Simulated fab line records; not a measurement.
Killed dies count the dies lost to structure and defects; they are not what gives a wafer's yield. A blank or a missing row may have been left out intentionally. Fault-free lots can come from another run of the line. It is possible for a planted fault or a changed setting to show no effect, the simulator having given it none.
Lot-split experiment    flow n5_finfet    21 wafers read from 7 lots, route of 1938 steps

== ABOUT THE SPLIT ==
At N5_BEOL_M4_EXPOSE_08 (exposes mask M4), the setting dose_mj was moved away from the recipe's 41.25 on 8 of the 21 wafers read, by -5.8% to +6.9%. This setting was run at the recipe's value on the other wafers.

== FROM THE SPLIT TO THE READING: what the file shows between them, 4 steps ==
- N5_BEOL_M4_PEB_09: peb time 60 s
- N5_BEOL_M4_DEVELOP_10: develop time 30 s
- N5_BEOL_M4_DESCUM_16: chemistry O2, time 7 s
- N5_BEOL_M4_ETCH_74: etches underlayer in N2/H2, target depth 6.5 nm, time 5.2 s

== THE READING ==
BEOL_M4.cd_offset_nm (the simulator's own value, which no gauge read), in nm, at N5_BEOL_M4_ETCH_63 (etches SiARC in CF4, target depth 15.6 nm, time 26 s). The file does not state a usual value for it. Average -0.1 nm, standard deviation 0.18 nm, over the 13 wafers here run with the recipe.

wafer   tool, chamber at the split  dose_mj as run  against the recipe  BEOL_M4.cd_offset_nm, nm  against lot-mates on the recipe
L077.1  euv_scanner-02, 0           39.94           -3.2%               -0.2                      no lot-mate on the recipe
L077.6  euv_scanner-02, 0           39.94           -3.2%               -0.2                      no lot-mate on the recipe
L077.5  euv_scanner-02, 0           39.94           -3.2%               -0.4                      no lot-mate on the recipe
L080.1  euv_scanner-01, 0           38.85           -5.8%               -1.2                      -1.0
L080.3  euv_scanner-01, 0           38.85           -5.8%               -1.2                      -1.0
L080.6  euv_scanner-01, 0           41.25           recipe              -0.2                      -
L081.1  euv_scanner-01, 0           41.25           recipe              -0.2                      -
L081.2  euv_scanner-01, 0           41.25           recipe              -0.2                      -
L081.5  euv_scanner-01, 0           41.25           recipe              0                         -
L082.2  euv_scanner-02, 0           41.25           recipe              0                         -
L082.3  euv_scanner-02, 0           40.35           -2.2%               0                         -0.2
L082.4  euv_scanner-02, 0           41.25           recipe              0.4                       -
L086.2  euv_scanner-01, 0           44.08           +6.9%               1                         +1.0
L086.5  euv_scanner-01, 0           44.08           +6.9%               1.2                       +1.2
L086.6  euv_scanner-01, 0           41.25           recipe              0                         -
L091.3  euv_scanner-01, 0           41.25           recipe              -0.4                      -
L091.4  euv_scanner-01, 0           41.25           recipe              -0.2                      -
L091.6  euv_scanner-01, 0           41.25           recipe              0                         -
L093.2  euv_scanner-02, 0           41.25           recipe              0                         -
L093.3  euv_scanner-02, 0           41.25           recipe              0                         -
L093.5  euv_scanner-02, 0           41.25           recipe              0                         -

THE FIT
A straight line over all 21 wafers: BEOL_M4.cd_offset_nm changes by +0.16 nm for each +1% of dose_mj; r = +0.91; the points scatter about the line by 0.23 nm.
The same after taking each lot's own level away (the mean of its wafers on the recipe; 18 wafers): +0.163 nm for each +1%; r = +0.97; scatter 0.12 nm.
According to that fit, moving dose_mj by its largest amount changes the reading by 1.1 nm.
From -0.20 to 0.20 nm: that is the span of the lots' own levels, equal to 2.2 times the standard deviation above.
Hence the lot-to-lot level has little effect on the slope; both slopes agree.
Check: +1.18 nm against its lot-mates is what the line predicts for one of the wafers moved furthest among these (+6.9%) when that wafer is left out of the fit. It came out at +1 nm against them.

== FURTHER SPLITS ON THESE WAFERS ==
These wafers also went through other splits before the reading. Each is held against what the fit with the lots' levels taken away leaves over:
other split on the same wafers      wafers away from the commonest value  r with BEOL_M4.cd_offset_nm (lot level and that fit taken away)
N5_BEOL_M0_ETCH_138 bias_w          8                                     +0.08
N5_BEOL_M1_COAT_61 spin_rpm         8                                     +0.13
N5_BEOL_M1_COAT_62 spin_rpm         6                                     +0.01
N5_BEOL_M2_EXPOSE_08 dose_mj        7                                     +0.01
N5_BEOL_M2_DESCUM_16 time_s         4                                     -0.04
N5_BEOL_M3_VIA_ETCH_34 time_s       4                                     -0.26
N5_BEOL_M3_TRENCH_ETCH_37 source_w  8                                     -0.10
N5_BEOL_M4_COAT_73 spin_rpm         7                                     -0.09

== THE WHOLE CHAIN: every reading that the file lists as answering this split, in the file's order ==
step                what it does                                                 reading                                                                change (the file's fit)                r (the file's)
N5_BEOL_M4_ETCH_74  etches underlayer in N2/H2, target depth 6.5 nm, time 5.2 s  BEOL_M4.cd_offset_nm (the simulator's own value, which no gauge read)  +0.184 nm for each +1% of the setting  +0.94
N5_BEOL_M4_ETCH_63  etches SiARC in CF4, target depth 15.6 nm, time 26 s         BEOL_M4.cd_offset_nm (the simulator's own value, which no gauge read)  +0.161 nm for each +1% of the setting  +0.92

== FILE'S OWN FIT ==
BEOL_M4.cd_offset_nm changes by +0.161 nm for each +1% of dose_mj, r = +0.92.
